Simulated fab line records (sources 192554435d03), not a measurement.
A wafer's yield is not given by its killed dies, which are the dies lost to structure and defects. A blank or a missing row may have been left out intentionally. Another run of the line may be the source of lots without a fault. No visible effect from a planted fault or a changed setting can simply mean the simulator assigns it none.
Chamber matching ; flow n5Finfet ; cmp-01 running N5_BEOL_M3_CMP_52: 4 sister chambers
The step polishes, stops on SiOC, t overpolish 6.8 s, target thk 40 nm. 4 wafers are shown with their chamber, then 10 later ones without.

WAFERS, EACH WITH ITS CHAMBER
wafer;chamber;motorCurrentA (A)
L086.3;1;4.9
L087.6;3;6.8
L088.2;2;7.0
L088.5;0;6.4

WAFERS WHOSE CHAMBER IS MISSING
wafer;motorCurrentA (A)
L088.6;4.9
L091.1;4.9
L091.2;6.6
L091.3;6.2
L092.1;6.5
L092.2;6.2
L092.5;7.3
L089.1;4.6
L089.2;6.2
L089.3;6.8

WHICH CHAMBER EACH WENT THROUGH
wafer;from the rows above;in truth
L088.6;1;1
L091.1;1;1
L091.2;can't be placed: 0 or 3 or 2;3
L091.3;0;0
L092.1;can't be placed: 0 or 3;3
L092.2;0;0
L092.5;can't be placed: 2 or 3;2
L089.1;1;1
L089.2;0;0
L089.3;can't be placed: 3 or 2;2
Placed correctly: 6 of 10. Cannot be placed on the basis of these rows: 4; the candidates contain the true chamber in 4. 0 placed wrongly.
How it was worked out, from the rows above alone: a wafer's distance from a chamber is the root of the sum, over the readings, of the square of ((its reading less the chamber's mean) divided by the reading's scatter). The wafer belongs to the nearest chamber; if the next one is less than 2 further off, it can't be placed. Each chamber's mean is taken over the wafers shown for it. The scatter (one wafer shown for each chamber): square how far every hidden wafer sits from the nearest shown wafer, average those squares and take the square root.
